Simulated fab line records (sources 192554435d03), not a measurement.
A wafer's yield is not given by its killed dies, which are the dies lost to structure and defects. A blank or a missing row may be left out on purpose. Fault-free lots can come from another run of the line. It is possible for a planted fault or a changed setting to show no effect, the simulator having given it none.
fab line records    flow n5Finfet
record lots=6  wafers=18  lastDay=17
route steps=1938 shown MOL_CONTACT_COAG@617 PASSIVATION@1936
lots that met no fault: taken from a fault-free run of the same line
startH: the number of hours between the record's first day and the start of the first shown wafer of the lot    waitH: hours elapsed since this lot's preceding step    " the same as in the row above    L1.1+2: one row covering several wafers at once    - no value, or no start was given    * or withheld: withheld    < > ~ a bound
route shown NAME@n: a module of which the file shows steps, and the number in the route of the first    usual: average and standard deviation across the fault-free wafers    same: alike in all rows    chamber/n: place in a boat    sites: per-site readings    _std_site: how widely they spread, as a standard deviation    _edge_site: the outer-site mean with the inner-site mean subtracted    radiusMm: for every site, how far away it sits from the centre of the wafer    mask NAME#n: copy n    behind: the most recent tool/chamber to have shaped the wafer    hold: reason for holding the lot/hours on hold/outcome of the hold    device: which transistor (n, p or np) failed to switch    end of line: at the end of the route, the tests of the same wafers    a step with no rows: only its recipe    killed: dies that structure and defects cost at the first sort, which is not the same as the wafer's yield    map: a wafer's dies, marking killed ones x, the rest . and places with no die _
set.NAME: the run value of the setting; set.NAME@STEP: its run value at that earlier step    model.NAME: the simulator's own value behind a step, which no gauge read
lots at selected steps of the route; one table per step, one row per wafer
services: a tool's chamber out of use, with start hour (startH, from the record's first day; less than 0 if before it), hours out, and reason
## steps
# step N5_MOL_CONTACT_COAG_ETCH_48
# recipe chemistry=C4F6/O2  targetDepthA=150  overetchA=45  maskMaterial=SOC  target=SiOC  biasW=465  pressureMtorr=10  timeS=17  sourceW=335  Ar_flow_sccm=300  C4F6_flow_sccm=10  O2_flow_sccm=10  ionEnergyEv=576
# usual chamberPressureMTorr=10.001/0.0098  drypumpMotorCurrentA=5.7/0.34  oesProductAu=0.64/0.055  rfVppV=1583/28  showerheadPlenumPTorr=2.84/0.099  throttleValvePct=40.6/0.42
lot.wafer  tool        chamber  startH  waitH  chamberPressureMTorr  drypumpMotorCurrentA  oesProductAu  rfHoursCounterH  rfVppV  showerheadPlenumPTorr  throttleValvePct
L113.1     rieDiel-06  1        104.81  0.0    9.988                 5.4                   0.65          176              1647    2.84                   41.2
L113.5     "           3        "       "      9.998                 5.2                   0.66          -                1563    2.72                   40.1
L113.6     "           0        "       "      9.999                 5.8                   0.64          -                1575    2.96                   40.9
L118.1     rieDiel-02  3        138.13  0.0    9.991                 5.6                   0.68          194              1578    2.82                   40.7
L118.4     "           0        "       "      10.015                5.6                   0.65          203              1589    2.81                   40.0
L118.5     "           0        "       "      10.010                5.6                   0.65          -                1591    2.81                   40.0
L122.1     rieDiel-06  1        163.98  0.0    10.003                5.4                   0.61          198              1648    2.83                   41.2
L122.4     "           2        "       "      10.007                6.3                   0.60          249              1559    2.70                   41.3
L122.5     "           2        "       "      9.987                 6.3                   0.59          -                1560    2.70                   41.3
L123.4     rieDiel-06  0        164.39  0.0    9.999                 5.8                   0.59          171              1574    2.95                   40.9
L123.5     "           3        "       "      10.007                5.2                   0.63          -                1563    2.71                   40.1
L123.6     "           2        "       "      9.999                 6.2                   0.53          -                1559    2.70                   41.2
L134.1     rieDiel-03  1        230.15  0.0    10.015                5.3                   0.58          210              1537    2.91                   40.6
L134.3     "           3        "       "      10.001                5.9                   0.74          68               1601    2.97                   40.1
L134.4     "           2        "       "      9.990                 6.1                   0.61          242              1557    2.80                   40.4
L135.2     rieDiel-06  0        236.92  0.0    9.994                 5.8                   0.63          197              1572    2.94                   40.9
L135.3     "           2        "       "      9.994                 6.3                   0.80          14               1586    3.03                   40.2
L135.5     "           3        "       "      10.007                5.2                   0.61          -                1562    2.70                   40.1
# step N5_MOL_CONTACT_COAG_STRIP_72
# recipe chemistry=N2/H2  powerW=450  tempC=40  pressureMtorr=20  rfFrequencyHz=6e+07  overashFraction=3  biasPowerW=7  h2Frac=0.5  n2FlowSccm=200  h2FlowSccm=200
# usual chamberPressureMTorr=20.00/0.046  drypumpMotorCurrentA=5.7/0.34  oesProductAu=0.75/0.06  rfVppV=59.0/1.7  showerheadPlenumPTorr=2.54/0.096  throttleValvePct=23.72/0.27
lot.wafer  tool        chamber  startH  waitH  chamberPressureMTorr  drypumpMotorCurrentA  oesProductAu  rfHoursCounterH  rfVppV  showerheadPlenumPTorr  throttleValvePct
L113.1     rieDiel-06  1        104.86  0.0    19.98                 5.5                   0.76          176              55.9    2.54                   24.07
L113.5     "           3        "       "      19.87                 5.3                   0.79          -                59.4    2.43                   23.39
L113.6     "           0        "       "      19.93                 5.8                   0.75          -                63.3    2.66                   23.83
L118.1     rieDiel-02  3        138.18  0.0    20.02                 5.6                   0.74          194              59.0    2.51                   23.96
L118.4     "           0        "       "      19.99                 5.6                   0.70          203              58.4    2.51                   23.29
L118.5     "           0        "       "      20.03                 5.6                   0.68          -                57.7    2.51                   23.29
L122.1     rieDiel-06  1        164.04  0.0    20.06                 5.4                   0.72          198              60.7    2.53                   24.06
L122.4     "           2        "       "      20.04                 6.2                   0.71          249              58.2    2.40                   23.88
L122.5     "           2        "       "      20.02                 6.3                   0.72          -                58.7    2.40                   23.86
L123.4     rieDiel-06  0        164.45  0.0    20.02                 5.8                   0.72          171              60.8    2.65                   23.86
L123.5     "           3        "       "      19.89                 5.3                   0.76          -                60.3    2.43                   23.37
L123.6     "           2        "       "      20.03                 6.3                   0.70          -                58.5    2.40                   23.90
L134.1     rieDiel-03  1        230.20  0.0    19.99                 5.3                   0.70          210              60.0    2.62                   23.75
L134.3     "           3        "       "      19.96                 5.9                   0.84          68               54.8    2.68                   23.68
L134.4     "           2        "       "      19.98                 6.1                   0.70          242              62.2    2.50                   23.71
L135.2     rieDiel-06  0        236.97  0.0    19.93                 5.8                   0.72          197              59.2    2.64                   23.90
L135.3     "           2        "       "      19.98                 6.3                   0.94          14               57.3    2.71                   23.34
L135.5     "           3        "       "      20.06                 5.2                   0.74          -                56.8    2.42                   23.44
# step N5_MOL_CONTACT_COAG_STRIP_49
# recipe chemistry=N2/H2  timeS=30  powerW=1000  tempC=250  pressureMtorr=withheld  n2FlowSccm=1750  h2FlowSccm=3250
# usual drypumpMotorCurrentA=5.6/0.49  heaterPowerW=354/9.5
lot.wafer  tool            chamber  startH  waitH  drypumpMotorCurrentA  heaterPowerW  rfHoursCounterH
L113.1     plasmaAsher-02  0        104.94  -      5.2                   345           41
L113.5     "               0        "       "      5.2                   344           -
L113.6     "               1        "       "      5.2                   363           -
L118.1     plasmaAsher-01  0        138.26  -      6.5                   332           100
L118.4     "               1        "       "      6.0                   351           -
L118.5     "               0        "       "      6.5                   348           -
L122.1     plasmaAsher-02  0        164.12  -      5.2                   357           51
L122.4     "               1        "       "      5.2                   364           -
L122.5     "               0        "       "      5.3                   356           -
L123.4     plasmaAsher-02  1        164.55  -      5.2                   358           -
L123.5     "               0        "       "      5.3                   355           -
L123.6     "               1        "       "      5.2                   367           -
L134.1     plasmaAsher-02  0        230.29  -      5.2                   362           67
L134.3     "               0        "       "      5.3                   351           -
L134.4     "               1        "       "      5.2                   361           -
L135.2     plasmaAsher-02  1        237.05  -      5.2                   362           70
L135.3     "               1        "       "      5.2                   362           -
L135.5     "               0        "       "      5.2                   351           -
# step N5_MOL_CONTACT_COAG_PRECLEAN_138
# recipe chemistry=alkalineClean  tempC=60  timeS=60  doPpb=50
# step N5_MOL_CONTACT_COAG_SRD_139
# recipe dry=ipaMarangoni  timeS=30  tempC=23  rinseLiquid=diw
# step N5_MOL_CONTACT_COAG_CD_MEAS_101
# recipe targetCdNm=16
# usual cdNm=16.0/0.36
lot.wafer  tool      chamber  startH  waitH  cdNm
L113.1     cdSem-03  -        105.09  0.0    15.6
L113.5     "         -        "       "      16.0
L113.6     "         -        "       "      15.9
L118.1     cdSem-03  -        138.41  0.0    16.1
L118.4     "         -        "       "      15.2
L118.5     "         -        "       "      14.9
L122.1     cdSem-02  -        164.27  0.0    16.6
L122.4     "         -        "       "      16.4
L122.5     "         -        "       "      16.7
L123.4     cdSem-01  -        164.68  0.0    16.2
L123.5     "         -        "       "      16.3
L123.6     "         -        "       "      16.2
L134.1     cdSem-01  -        230.43  0.0    16.4
L134.3     "         -        "       "      16.3
L134.4     "         -        "       "      16.1
L135.2     cdSem-03  -        237.20  0.0    16.4
L135.3     "         -        "       "      17.0
L135.5     "         -        "       "      15.8
# step N5_MOL_CONTACT_COAG_PRE_CLEAN_121
# recipe gas=H2/He  timeS=*  tempC=withheld
# step N5_MOL_CONTACT_COAG_CVD_140
# recipe material=W  targetThkA=665  mode=selectiveFill  tempC=300  timeS=215
# usual heaterPowerW=478/72
lot.wafer  tool     chamber  startH  waitH  heaterPowerW
L113.1     cvdW-02  1        105.22  0.1    468
L113.5     "        0        "       "      500
L113.6     "        1        "       "      465
L118.1     cvdW-01  0        138.54  0.1    386
L118.4     "        1        "       "      565
L118.5     "        1        "       "      570
L122.1     cvdW-02  0        164.40  0.1    490
L122.4     "        1        "       "      463
L122.5     "        1        "       "      465
L123.4     cvdW-02  0        164.89  0.1    510
L123.5     "        1        "       "      476
L123.6     "        0        "       "      490
L134.1     cvdW-01  0        230.56  0.1    374
L134.3     "        0        "       "      382
L134.4     "        1        "       "      567
L135.2     cvdW-01  0        237.33  0.1    375
L135.3     "        1        "       "      554
L135.5     "        0        "       "      368
# step N5_MOL_CONTACT_COAG_PRECLEAN_127
# recipe chemistry=DIW  timeS=57.5  tempC=23
# step N5_MOL_CONTACT_COAG_SRD_128
# recipe dryTimeS=32  dry=n2Spin  spinRpm=1500
# step N5_MOL_CONTACT_COAG_CMP_52
# recipe stopOn=SiO2  tOverpolishS=1.5  postCmpClean=wDiluteNh4oh  downForcePsi=4  platenRpm=50.289  padVelocityMS=1.0006  targetThkNm=66.5
# usual motorCurrentA=12.2/1.3  overpolishRunS=1.500/0.0083  slurryFilterDpKPa=13.48/0.14  timeToEndpointS=13.3/2.4
# same tOverpolishS=1.5
lot.wafer  tool    chamber  startH  waitH  motorCurrentA  overpolishRunS  slurryFilterDpKPa  timeToEndpointS
L113.1     cmp-02  0        105.55  0.0    12.1           1.506           13.79              14.1
L113.5     "       0        "       "      12.1           1.515           13.32              14.2
L113.6     "       1        "       "      11.7           1.499           13.47              12.4
L118.4     cmp-03  3        138.90  0.1    13.4           1.509           13.34              12.4
L118.1     "       0        "       "      11.7           1.508           13.70              10.3
L118.5     "       2        "       "      14.0           1.495           13.41              8.6
L122.1     cmp-03  3        164.72  0.0    14.2           1.501           13.44              13.9
L122.4     "       1        "       "      13.2           1.499           13.47              16.3
L122.5     "       0        "       "      11.5           1.518           13.49              12.0
L123.4     cmp-04  2        165.20  0.1    11.4           1.486           13.45              15.5
L123.6     "       0        "       "      11.1           1.503           13.41              14.9
L123.5     "       1        "       "      11.8           1.500           13.76              13.0
L134.3     cmp-03  0        230.92  0.1    12.2           1.501           13.27              11.2
L134.4     "       1        "       "      13.4           1.497           13.49              16.1
L134.1     "       2        "       "      14.3           1.480           13.63              12.8
L135.3     cmp-03  0        237.73  0.1    11.4           1.492           13.51              10.7
L135.2     "       1        "       "      13.8           1.487           13.68              17.2
L135.5     "       3        "       "      14.2           1.501           13.39              12.4
# step N5_MOL_CONTACT_COAG_THK_MEAS_53
# recipe reads=SiO2_of_MOL_CONTACT_COAG_PECVD_31
# usual VIA_MOL_THK=43.8/0.57
lot.wafer  tool          chamber  startH  waitH  VIA_MOL_THK[nm]
L113.1     filmMetro-01  -        105.84  -      43.4
L113.5     "             -        "       "      43.9
L113.6     "             -        "       "      44.1
L118.1     filmMetro-02  -        139.16  -      43.3
L118.4     "             -        "       "      44.2
L118.5     "             -        "       "      44.0
L122.1     filmMetro-02  -        165.03  0.3    43.4
L122.4     "             -        "       "      43.6
L122.5     "             -        "       "      43.8
L123.4     filmMetro-02  -        165.42  -      43.6
L123.5     "             -        "       "      43.8
L123.6     "             -        "       "      44.4
L134.1     filmMetro-01  -        231.18  -      42.4
L134.3     "             -        "       "      42.8
L134.4     "             -        "       "      44.2
L135.2     filmMetro-02  -        237.95  -      44.3
L135.3     "             -        "       "      43.9
L135.5     "             -        "       "      45.2
# step N5_MOL_CONTACT_COAG_ANNEAL_112
# recipe tempC=400  timeS=1800  ambient=HPD2  pressureAtm=10
# usual spikeTcBottomC=425.4/1.1  spikeTcCentreC=401.2/0.93  spikeTcLowerC=398.4/1  spikeTcTopC=428.5/1  spikeTcUpperC=401.8/0.99  wafer_temp_C_max=402.3/0.48  zonePowerBottomPct=13.77/0.13  zonePowerCentrePct=8.17/0.08  zonePowerLowerPct=10.54/0.097  zonePowerTopPct=20.06/0.19  zonePowerUpperPct=8.93/0.079
lot.wafer  tool         chamber  startH  waitH  spikeTcBottomC  spikeTcCentreC  spikeTcLowerC  spikeTcTopC  spikeTcUpperC  wafer_temp_C_max  zonePowerBottomPct  zonePowerCentrePct  zonePowerLowerPct  zonePowerTopPct  zonePowerUpperPct
L113.1     hpAnneal-01  0        105.88  0.0    427.2           403.9           398.2          427.3        402.8          402.4             13.71               8.25                10.54              19.91            8.91
L113.5     "            0        "       "      426.6           402.5           398.6          428.8        400.3          403.2             13.75               8.17                10.22              20.26            8.88
L113.6     "            0        "       "      426.0           402.8           398.6          429.5        403.1          402.0             13.80               8.15                10.60              20.26            9.05
L118.1     hpAnneal-01  0        139.18  0.0    424.0           402.6           396.9          426.5        400.6          402.8             13.71               8.11                10.58              20.06            8.92
L118.4     "            0        "       "      424.8           401.2           398.5          429.5        400.1          402.5             13.59               8.10                10.52              20.34            8.90
L118.5     "            0        "       "      425.8           401.2           400.6          427.9        401.1          402.1             14.16               8.13                10.42              20.14            8.86
L122.1     hpAnneal-01  0        165.06  0.0    403.1           378.1           375.5          407.3        380.0          380.1             12.60               7.66                9.78               18.64            8.35
L122.4     "            0        "       "      402.8           378.2           376.3          407.3        378.8          381.3             12.72               7.55                9.77               18.81            8.43
L122.5     "            0        "       "      401.9           378.2           376.5          408.1        380.4          381.7             12.56               7.54                9.77               18.50            8.21
L123.4     hpAnneal-01  0        168.06  2.6    403.9           379.8           377.2          408.7        379.0          379.9             12.73               7.58                9.68               18.79            8.25
L123.5     "            0        "       "      403.7           378.8           375.9          405.8        381.1          379.9             12.71               7.72                9.74               18.76            8.23
L123.6     "            0        "       "      404.9           379.8           375.9          406.3        380.7          379.7             12.82               7.57                9.90               18.87            8.31
L134.1     hpAnneal-01  0        231.21  0.0    424.3           400.8           400.2          427.7        401.7          402.3             13.57               8.20                10.75              20.40            8.90
L134.3     "            0        "       "      425.3           400.9           400.2          428.4        401.5          401.7             13.81               8.14                10.66              20.37            9.17
L134.4     "            0        "       "      426.7           400.8           397.1          427.4        400.3          402.8             13.75               8.27                10.57              20.02            8.76
L135.2     hpAnneal-01  0        237.98  0.0    425.4           400.7           398.8          430.2        401.6          403.0             13.88               8.19                10.54              19.71            8.88
L135.3     "            0        "       "      425.5           402.1           398.9          429.2        402.1          402.5             13.65               8.32                10.63              20.16            8.94
L135.5     "            0        "       "      426.4           402.6           398.4          429.5        402.1          402.2             13.82               7.97                10.62              19.93            8.87
# step N5_MOL_CONTACT_COAG_INSPECT_97
# recipe inspectInstrument=darkfield  mode=postAnneal
# usual rawDefectCount=43/17
lot.wafer  tool              chamber  startH  waitH  rawDefectCount
L113.1     defectInspect-01  -        108.90  0.0    22
L113.5     "                 -        "       "      20
L113.6     "                 -        "       "      25
L118.1     defectInspect-01  -        142.21  0.0    26
L118.4     "                 -        "       "      47
L118.5     "                 -        "       "      37
L122.1     defectInspect-02  -        168.08  0.0    38
L122.4     "                 -        "       "      15
L122.5     "                 -        "       "      33
L123.4     defectInspect-01  -        171.16  0.1    47
L123.5     "                 -        "       "      44
L123.6     "                 -        "       "      34
L134.1     defectInspect-02  -        234.23  0.0    52
L134.3     "                 -        "       "      37
L134.4     "                 -        "       "      40
L135.2     defectInspect-02  -        241.03  0.1    44
L135.3     "                 -        "       "      24
L135.5     "                 -        "       "      61
# step N5_PASSIVATION_PROBE_49
# usual killed_at_M0_to_M3=34/12  killed_at_M4_up=12/4.9  killedAtContacts=13/7.2  killedAtFrontEnd=39/12  killedAtOther=3.7/2.9  killedDies=101/18  killedOnRim=13/4  killedOpen=67/14  killedShort=33/7.2
# same grossDies=1180  killedAtBackSide=0
lot.wafer  tool       chamber  startH  waitH  killed_at_M0_to_M3  killed_at_M4_up  killedAtContacts  killedAtFrontEnd  killedAtOther  killedDies  killedOnRim  killedOpen  killedShort
L122.1     prober-01  -        339.01  0.0    40                  14               25                48                11             138         19           93          45
L122.4     prober-01  -        339.16  0.2    30                  10               3                 63                4              110         15           71          35
L122.5     prober-01  -        339.21  0.2    29                  16               13                43                9              110         17           69          41
L123.4     prober-02  -        356.76  0.2    31                  12               17                34                4              98          12           63          33
L123.5     prober-02  -        356.81  0.2    15                  16               18                24                1              74          9            55          18
L123.6     prober-02  -        356.86  0.3    33                  14               16                24                2              89          8            62          26
L135.2     prober-02  -        412.48  0.1    25                  8                26                38                9              106         12           57          47
L135.3     prober-02  -        412.53  0.1    32                  8                22                37                5              104         16           70          34
L135.5     prober-02  -        412.63  0.2    36                  3                28                35                10             112         14           81          31
# killed by level:class
L122.1 MOL_CONTACT_COAG:geometricParticle:open=17 BEOL_M0_SAQP:geometricParticle:open=16 BEOL_M0_SAQP:geometricParticle:short=13 FIN_SAQP:geometricParticle:open=9 DUMMY_GATE:geometricParticle:open=9 BEOL_M4:geometricParticle:open=9 MOL_CONTACT_COAG:geometricParticle:short=8 STI_FIN_REVEAL:geometricParticle:open=6
L122.4 FIN_SAQP:geometricParticle:short=15 FIN_SAQP:geometricParticle:open=13 BEOL_M0_SAQP:geometricParticle:open=8 GATE_CUT:geometricParticle:open=7 ILD0:geometricParticle:open=5 GATE_CUT:geometricParticle:short=5 BEOL_M0_SAQP:geometricParticle:short=5 BEOL_M1:geometricParticle:open=5
L122.5 MOL_CONTACT_COAG:geometricParticle:open=12 STI_FIN_REVEAL:geometricParticle:open=10 FIN_SAQP:geometricParticle:short=7 BEOL_M0_SAQP:geometricParticle:open=7 BEOL_M3:geometricParticle:open=6 FIN_SAQP:geometricParticle:open=5 BEOL_M0_SAQP:geometricParticle:short=5 BEOL_M1:geometricParticle:open=5
L123.4 MOL_CONTACT_COAG:geometricParticle:open=17 FIN_SAQP:geometricParticle:open=8 BEOL_M0_SAQP:geometricParticle:open=8 BEOL_M0_SAQP:geometricParticle:short=6 BEOL_M1:geometricParticle:open=6 FIN_SAQP:geometricParticle:short=5 BEOL_M4:geometricParticle:open=4 STI_FIN_REVEAL:geometricParticle:open=4
L123.5 MOL_CONTACT_COAG:geometricParticle:open=13 STI_FIN_REVEAL:geometricParticle:open=11 MOL_CONTACT_COAG:geometricParticle:short=5 BEOL_M4:geometricParticle:open=5 BEOL_M5:geometricParticle:open=5 BEOL_M0_SAQP:geometricParticle:open=4 FIN_SAQP:geometricParticle:open=3 GATE_CUT:geometricParticle:short=3
L123.6 MOL_CONTACT_COAG:geometricParticle:open=14 BEOL_M1:geometricParticle:open=6 BEOL_M0_SAQP:geometricParticle:short=5 BEOL_M3:geometricParticle:open=5 FIN_SAQP:geometricParticle:open=4 STI_FIN_REVEAL:geometricParticle:open=4 DUMMY_GATE:geometricParticle:open=4 BEOL_M0_SAQP:geometricParticle:open=4
L135.2 MOL_CONTACT_COAG:geometricParticle:open=22 FIN_SAQP:geometricParticle:short=12 BEOL_M0_SAQP:geometricParticle:short=7 FIN_SAQP:geometricParticle:open=6 STI_FIN_REVEAL:geometricParticle:open=6 BEOL_M0_SAQP:geometricParticle:open=5 GATE_CUT:geometricParticle:short=4 MOL_CONTACT_COAG:geometricParticle:short=4
L135.3 MOL_CONTACT_COAG:geometricParticle:open=17 FIN_SAQP:geometricParticle:short=16 BEOL_M0_SAQP:geometricParticle:open=14 BEOL_M3:geometricParticle:open=6 STI_FIN_REVEAL:geometricParticle:open=5 MOL_CONTACT_COAG:geometricParticle:short=5 BEOL_M0_SAQP:geometricParticle:short=5 BEOL_M1:geometricParticle:open=5
L135.5 MOL_CONTACT_COAG:geometricParticle:open=23 BEOL_M0_SAQP:geometricParticle:open=13 STI_FIN_REVEAL:geometricParticle:open=12 BEOL_M1:geometricParticle:open=6 MOL_CONTACT_COAG:geometricParticle:short=5 BEOL_M0_SAQP:geometricParticle:short=5 FIN_SAQP:geometricParticle:open=4 STARTING-WAFER:geometricParticle:open=4
## services
tool            chamber  startH  hours  kind
cmp-02          -        84.88   4.3    repair
cvdW-01         -        109.85  6.0    pm
rieDiel-06      3        119.33  22.6   repair
cmp-02          -        128.26  1.0    repair
cmp-02          -        135.48  4.0    pm
hpAnneal-01     -        142.64  4.2    repair
rieDiel-02      1        146.47  3.9    repair
plasmaAsher-02  -        148.95  4.9    repair
cmp-02          -        156.69  0.8    repair
cvdW-01         -        162.72  14.6   pm
rieDiel-06      2        165.55  -      clean
rieDiel-06      2        165.55  -      consumableReplace:focusRing
cmp-04          -        167.18  0.8    repair
cmp-03          -        169.80  1.1    repair
cmp-03          -        183.45  1.4    repair
rieDiel-02      3        185.18  6.4    repair
plasmaAsher-01  -        189.66  1.4    repair
cmp-04          -        194.39  0.8    repair
cmp-03          -        207.09  2.5    repair
cmp-03          -        217.92  4.0    pm
plasmaAsher-01  -        222.73  15.6   pm
cmp-04          -        225.62  4.0    pm
rieDiel-03      3        225.89  3.9    repair
cvdW-02         0        230.07  2.6    repair
## key
firstSign step=N5_MOL_CONTACT_COAG_ANNEAL_112  reading=wafer_temp_C_max  direction=down  sigmas=45  usual=*  struck=*
effect step=N5_MOL_CONTACT_COAG_ANNEAL_112  reading=spikeTcCentreC  direction=down  sigmas=24  usual=401.2  struck=378.8
metAt N5_MOL_CONTACT_COAG_ANNEAL_112
struckWafers L122.1,L122.4,L122.5,L123.4,L123.5,L123.6
testerLeftOut L122,L123
onsetBetween 139.18 165.06
fault kind=processParameterDrift  tool=hpAnneal-01  chamber=-  onsetH=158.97  steps=N5_MOL_CONTACT_COAG_ANNEAL_112  channel=tempC  offset=*  shape=step  endH=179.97  stated=*
# testerLeftOut: of these lots the tester's yield and bins aren't shown, on N5 and GAA mostly nor the transistor test; their killed dies are dies lost to structure and defects alone, not to doping, threshold or leakage, so they don't give the yield
